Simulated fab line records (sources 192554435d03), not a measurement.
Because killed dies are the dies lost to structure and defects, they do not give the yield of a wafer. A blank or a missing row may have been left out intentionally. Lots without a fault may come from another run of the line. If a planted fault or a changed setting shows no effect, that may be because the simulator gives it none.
Which of the tools did it? :: flow n5_finfet :: 10 lots, 30 wafers sampled, at 6 steps of a route of 1938

## WHAT EACH GAUGE READ, for each wafer
N5_BEOL_M5_THK_MEAS_53: measures by xrf.
lot: L194
measured: day 10 09:14
on: film_metro-02
M5_THK (nm): 64.0 59.4 61.4

lot: L197
measured: day 11 03:43
on: film_metro-02
M5_THK (nm): 63.4 61.2 63.5

lot: L198
measured: day 11 08:28
on: film_metro-01
M5_THK (nm): 59.0 56.6 63.1

lot: L199
measured: day 11 13:02
on: film_metro-02
M5_THK (nm): 62.6 61.4 59.5

lot: L200
measured: day 11 13:44
on: film_metro-01
M5_THK (nm): 61.9 58.0 59.9

lot: L205
measured: day 13 01:27
on: film_metro-02
M5_THK (nm): 58.5 58.6 58.7

lot: L207
measured: day 13 15:37
on: film_metro-02
M5_THK (nm): 65.3 61.9 63.8

lot: L213
measured: day 14 19:58
on: film_metro-02
M5_THK (nm): 63.4 60.4 62.8

lot: L212
measured: day 14 20:21
on: film_metro-01
M5_THK (nm): 62.7 59.4 61.4

lot: L216
measured: day 15 21:48
on: film_metro-02
M5_THK (nm): 61.7 63.3 61.7

N5_BEOL_M5_RS_MEAS_57: measurement is done with a four-point probe.
lot: L194
measured: day 10 09:30
on: film_metro-02
M5_RS (ohm/sq): 0.368 0.404 0.388

lot: L197
measured: day 11 03:59
on: film_metro-02
M5_RS (ohm/sq): 0.377 0.395 0.375

lot: L198
measured: day 11 08:44
on: film_metro-02
M5_RS (ohm/sq): 0.408 0.428 0.375

lot: L199
measured: day 11 13:18
on: film_metro-01
M5_RS (ohm/sq): 0.387 0.395 0.408

lot: L200
measured: day 11 14:00
on: film_metro-01
M5_RS (ohm/sq): 0.388 0.418 0.405

lot: L205
measured: day 13 01:43
on: film_metro-02
M5_RS (ohm/sq): 0.416 0.415 0.415

lot: L207
measured: day 13 15:53
on: film_metro-02
M5_RS (ohm/sq): 0.364 0.388 0.377

lot: L213
measured: day 14 20:14
on: film_metro-02
M5_RS (ohm/sq): 0.377 0.401 0.385

lot: L212
measured: day 14 20:37
on: film_metro-02
M5_RS (ohm/sq): 0.382 0.406 0.392

lot: L216
measured: day 15 22:04
on: film_metro-01
M5_RS (ohm/sq): 0.388 0.377 0.389

N5_BEOL_M6_INSPECT_13: inspects for defects (brightfield).
lot: L194
measured: day 10 12:21
on: defect_inspect-01
raw_defect_count: 363 424 444

lot: L197
measured: day 11 05:47
on: defect_inspect-01
raw_defect_count: 269 375 389

lot: L198
measured: day 11 13:37
on: defect_inspect-02
raw_defect_count: 353 427 414

lot: L199
measured: day 11 15:41
on: defect_inspect-02
raw_defect_count: 557 505 451

lot: L200
measured: day 11 16:31
on: defect_inspect-02
raw_defect_count: 467 384 522

lot: L205
measured: day 13 03:39
on: defect_inspect-01
raw_defect_count: 266 266 325

lot: L207
measured: day 13 17:40
on: defect_inspect-01
raw_defect_count: 362 984 451

lot: L213
measured: day 14 22:27
on: defect_inspect-01
raw_defect_count: 400 505 444

lot: L212
measured: day 14 23:07
on: defect_inspect-02
raw_defect_count: 364 362 355

lot: L216
measured: day 15 23:41
on: defect_inspect-02
raw_defect_count: 415 398 515

N5_BEOL_M6_INSPECT_30: inspects for defects (brightfield).
lot: L194
measured: day 10 14:59
on: defect_inspect-02
raw_defect_count: 386 443 441

lot: L197
measured: day 11 06:49
on: defect_inspect-01
raw_defect_count: 267 395 413

lot: L198
measured: day 11 15:34
on: defect_inspect-02
raw_defect_count: 353 431 420

lot: L199
measured: day 11 17:23
on: defect_inspect-01
raw_defect_count: 524 482 438

lot: L200
measured: day 11 17:54
on: defect_inspect-02
raw_defect_count: 431 387 535

lot: L205
measured: day 13 05:37
on: defect_inspect-01
raw_defect_count: 262 260 347

lot: L207
measured: day 13 18:57
on: defect_inspect-02
raw_defect_count: 395 1006 440

lot: L213
measured: day 14 23:34
on: defect_inspect-02
raw_defect_count: 426 534 472

lot: L212
measured: day 15 02:38
on: defect_inspect-02
raw_defect_count: 368 356 343

lot: L216
measured: day 16 01:46
on: defect_inspect-02
raw_defect_count: 420 409 478

## WHAT TOOL EACH LOT RAN ON (gives the tool, then ch and the chambers of the sampled wafers, and finally the start)
lot: L194
N5_BEOL_M6_CURE_74: uv_cure-01 ch 1, day 10 09:39
N5_BEOL_M6_PECVD_70: pecvd-04 ch 1,2, day 10 10:12

lot: L197
N5_BEOL_M6_CURE_74: uv_cure-01 ch 2, day 11 04:07
N5_BEOL_M6_PECVD_70: pecvd-02 ch 0,1, day 11 04:40

lot: L198
N5_BEOL_M6_CURE_74: uv_cure-01 ch 1, day 11 08:52
N5_BEOL_M6_PECVD_70: pecvd-02 ch 1,2, day 11 09:25

lot: L199
N5_BEOL_M6_CURE_74: uv_cure-02 ch 0, day 11 13:26
N5_BEOL_M6_PECVD_70: pecvd-04 ch 0,1, day 11 13:59

lot: L200
N5_BEOL_M6_CURE_74: uv_cure-01 ch 2, day 11 14:12
N5_BEOL_M6_PECVD_70: pecvd-04 ch 0,2, day 11 14:40

lot: L205
N5_BEOL_M6_CURE_74: uv_cure-01 ch 0, day 13 02:05
N5_BEOL_M6_PECVD_70: pecvd-02 ch 0,1, day 13 02:57

lot: L207
N5_BEOL_M6_CURE_74: uv_cure-02 ch 0, day 13 16:01
N5_BEOL_M6_PECVD_70: pecvd-02 ch 0,2, day 13 16:34

lot: L213
N5_BEOL_M6_CURE_74: uv_cure-03 ch 0, day 14 20:31
N5_BEOL_M6_PECVD_70: pecvd-04 ch 0,2, day 14 20:55

lot: L212
N5_BEOL_M6_CURE_74: uv_cure-02 ch 0, day 14 21:02
N5_BEOL_M6_PECVD_70: pecvd-04 ch 1,2, day 14 21:30

lot: L216
N5_BEOL_M6_CURE_74: uv_cure-03 ch 2, day 15 22:11
N5_BEOL_M6_PECVD_70: pecvd-01 ch 0,2, day 15 22:44
- N5_BEOL_M6_CURE_74: cures SiCOH lowk, time 240 s.
- N5_BEOL_M6_PECVD_70: deposits SiO2 from TEOS/O2, target thk 20 nm, time 22.7 s.

## AS READ BY THE TOOLS THEMSELVES (means over the sampled wafers that have a number; for cases with no such wafer, the mark the record gives instead)
N5_BEOL_M6_CURE_74.
lot: L194
tool: uv_cure-01
lamp_power_pct (%): 52.27
wafer_temp_C_max: 387.8

lot: L197
tool: uv_cure-01
lamp_power_pct (%): 52.26
wafer_temp_C_max: 386.3

lot: L198
tool: uv_cure-01
lamp_power_pct (%): 52.26
wafer_temp_C_max: 387.5

lot: L199
tool: uv_cure-02
lamp_power_pct (%): 52.29
wafer_temp_C_max: 386.3

lot: L200
tool: uv_cure-01
lamp_power_pct (%): 52.34
wafer_temp_C_max: 387.0

lot: L205
tool: uv_cure-01
lamp_power_pct (%): 52.31
wafer_temp_C_max: 387.5

lot: L207
tool: uv_cure-02
lamp_power_pct (%): 52.33
wafer_temp_C_max: 386.4

lot: L213
tool: uv_cure-03
lamp_power_pct (%): 52.35
wafer_temp_C_max: 386.8

lot: L212
tool: uv_cure-02
lamp_power_pct (%): 52.30
wafer_temp_C_max: 386.7

lot: L216
tool: uv_cure-03
lamp_power_pct (%): 52.26
wafer_temp_C_max: 387.2

N5_BEOL_M6_PECVD_70.
lot: L194
tool: pecvd-04
heater_power_w (W): 634
showerhead_plenum_p_Torr (Torr): 8.76
throttle_valve_pct (%): 22.6

lot: L197
tool: pecvd-02
heater_power_w (W): 789
showerhead_plenum_p_Torr (Torr): 8.77
throttle_valve_pct (%): 24.2

lot: L198
tool: pecvd-02
heater_power_w (W): 754
showerhead_plenum_p_Torr (Torr): 8.69
throttle_valve_pct (%): 22.4

lot: L199
tool: pecvd-04
heater_power_w (W): 675
showerhead_plenum_p_Torr (Torr): 8.79
throttle_valve_pct (%): 22.9

lot: L200
tool: pecvd-04
heater_power_w (W): 731
showerhead_plenum_p_Torr (Torr): 8.76
throttle_valve_pct (%): 22.1

lot: L205
tool: pecvd-02
heater_power_w (W): 736
showerhead_plenum_p_Torr (Torr): 8.77
throttle_valve_pct (%): 24.1

lot: L207
tool: pecvd-02
heater_power_w (W): 683
showerhead_plenum_p_Torr (Torr): 8.79
throttle_valve_pct (%): 23.1

lot: L213
tool: pecvd-04
heater_power_w (W): 732
showerhead_plenum_p_Torr (Torr): 8.73
throttle_valve_pct (%): 22.1

lot: L212
tool: pecvd-04
heater_power_w (W): 678
showerhead_plenum_p_Torr (Torr): 8.71
throttle_valve_pct (%): 22.2

lot: L216
tool: pecvd-01
heater_power_w (W): 692
showerhead_plenum_p_Torr (Torr): 8.84
throttle_valve_pct (%): 21.6

## THE ANSWER, worked out from the rows above alone
Rule: the usual values come from the lots themselves. The widest of any qualifying gaps counts: lots, ordered by their means at a reading, are off when they make up no more than a third of the lots, leave a main group of 4 or more, and stand apart from it by 3 or more times the standard deviation of that group's means. Not used: any main group whose means are identical at the precision the tables above print for the reading. Also off: a lot with no number at a reading for which 4 or more lots have one. Any other lot the step has rows for is counted as sound. First the gauges in route order, then the tools' own readings, where a lot's mean is used as printed above. The first step at which some lot is off is used, and at that step the reading that is off furthest; a lot without a number counts as furthest.
No lot is off on any of the readings shown, so nothing can be concluded from this.

## WHAT THE SIMULATOR HAD INSERTED
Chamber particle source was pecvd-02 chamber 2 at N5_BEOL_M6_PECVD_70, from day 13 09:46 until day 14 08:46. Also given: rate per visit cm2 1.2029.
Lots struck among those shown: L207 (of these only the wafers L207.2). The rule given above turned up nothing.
